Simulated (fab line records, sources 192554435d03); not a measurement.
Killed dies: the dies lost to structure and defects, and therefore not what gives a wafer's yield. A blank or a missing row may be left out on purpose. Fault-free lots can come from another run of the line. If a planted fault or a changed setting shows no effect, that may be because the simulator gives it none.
Split-lot trial    flow n5-finfet    on a route of 1938 steps: 7 lots, 39 wafers read

== SPLIT DETAILS ==
At N5_BEOL_M9_ILD_DEP_00 (deposits SiCOH lowk from DEMS/porogen, target thk 308.51 nm, time 58 s), the setting time-s was moved away from the recipe's 58 s on 12 of the 39 wafers read, by -45.6% to +28.1%. This setting was run at the recipe's value on the other wafers.

== SPLIT TO READING: what lies between them in the file, 1 step ==
- N5_BEOL_M9_CURE_71: cures SiCOH lowk, time 240 s

== THE READING ==
M9_ILD_THK in nanometres, read at N5_BEOL_M9_THK_MEAS_01. A value of 267 nm with a standard deviation of 3.6 nm is what fault-free wafers of this fab line usually give.

wafer   tool, chamber at the split  time-s as run, s  against the recipe  M9_ILD_THK, nm  against lot-mates on the recipe
L078.1  pecvd-02, 0                 58                recipe              265             -
L078.2  pecvd-02, 1                 58                recipe              262             -
L078.3  pecvd-02, 2                 58                recipe              265             -
L078.4  pecvd-02, 2                 58                recipe              271             -
L078.5  pecvd-02, 1                 58                recipe              268             -
L078.6  pecvd-02, 0                 58                recipe              267             -
L074.1  pecvd-02, 1                 58                recipe              263             -
L074.2  pecvd-02, 0                 58                recipe              264             -
L074.3  pecvd-02, 2                 58                recipe              268             -
L074.4  pecvd-02, 2                 58                recipe              271             -
L074.5  pecvd-02, 1                 58                recipe              266             -
L074.6  pecvd-02, 0                 58                recipe              269             -
L082.1  pecvd-02, 0                 74.29             +28.1%              338             +69
L082.2  pecvd-02, 1                 74.29             +28.1%              343             +74
L082.3  pecvd-02, 2                 58                recipe              267             -
L082.4  pecvd-02, 0                 58                recipe              269             -
L082.5  pecvd-02, 1                 74.29             +28.1%              343             +74
L082.6  pecvd-02, 2                 58                recipe              271             -
L086.1  pecvd-02, 1                 58                recipe              261             -
L086.2  pecvd-02, 0                 58                recipe              263             -
L086.3  pecvd-02, 2                 31.54             -45.6%              146             -117
L086.4  pecvd-02, 0                 58                recipe              265             -
L086.5  pecvd-02, 1                 31.54             -45.6%              140             -123
L086.6  pecvd-02, 2                 31.54             -45.6%              147             -116
L089.1  pecvd-03, 0                 73.97             +27.5%              338             +68
L089.2  pecvd-03, 2                 73.97             +27.5%              340             +70
L089.3  pecvd-03, 1                 73.97             +27.5%              340             +70
L089.4  pecvd-03, 2                 58                recipe              268             -
L089.5  pecvd-03, 0                 58                recipe              271             -
L089.6  pecvd-03, 1                 58                recipe              271             -
L092.2  pecvd-04, 1                 58                recipe              263             -
L092.3  pecvd-04, 1                 58                recipe              270             -
L092.5  pecvd-04, 1                 58                recipe              271             -
L095.1  pecvd-04, 2                 41.62             -28.2%              192             -77
L095.2  pecvd-04, 0                 58                recipe              268             -
L095.3  pecvd-04, 1                 58                recipe              268             -
L095.4  pecvd-04, 1                 41.62             -28.2%              194             -75
L095.5  pecvd-04, 2                 58                recipe              271             -
L095.6  pecvd-04, 0                 41.62             -28.2%              198             -71

THE FIT
A straight line over all 39 wafers: M9_ILD_THK changes by +2.65 nm for each +1% of time-s; r = +1.00; the points scatter about the line by 3.1 nm.
The same after taking each lot's own level away (the mean of its wafers on the recipe; 39 wafers): +2.59 nm for each +1%; r = +1.00; scatter 2.5 nm.
Per that fit: largest time-s move, reading shift of 1.2e+02 nm.
From 263.0 to 270.0 nm: that is the span of the lots' own levels, equal to 1.9 times the standard deviation above.
The two slopes are in agreement: the lot-to-lot level therefore moves the slope only a little.
Check: for one of the wafers moved furthest among these (-45.6%), held out of the fit, the line's prediction against its lot-mates is -119 nm. It came out at -117 nm against them.

== ADDITIONAL SPLITS CARRIED BY THESE WAFERS ==
Before the reading, these wafers also passed through other splits. Each is held against what the fit with the lots' levels taken away leaves over:
other split on the same wafers     wafers away from the commonest value  r with M9_ILD_THK (lot level and that fit taken away)
N5_BEOL_M5_HM_DEP_02 target-thk-a  12                                    +0.02
N5_BEOL_M8_CURE_75 time-s          15                                    -0.04

== THE WHOLE CHAIN: every reading that the file lists as answering this split, in the file's order ==
step                    what it does                                                            reading                                                                                   change (the file's fit)               r (the file's)
N5_BEOL_M9_ILD_DEP_00   deposits SiCOH lowk from DEMS/porogen, target thk 308.51 nm, time 58 s  SiCOH_lowk_of_BEOL_M9_ILD_DEP_00.thk-nm (the simulator's own value, which no gauge read)  +2.93 nm for each +1% of the setting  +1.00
N5_BEOL_M9_CURE_71      cures SiCOH lowk, time 240 s                                            SiCOH_lowk_of_BEOL_M9_ILD_DEP_00.thk-nm (the simulator's own value, which no gauge read)  +2.58 nm for each +1% of the setting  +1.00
N5_BEOL_M9_THK_MEAS_01                                                                          M9_ILD_THK                                                                                +2.59 for each +1% of the setting     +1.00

== FILE'S OWN FIT ==
M9_ILD_THK changes by +2.59 nm for each +1% of time-s, r = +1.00.
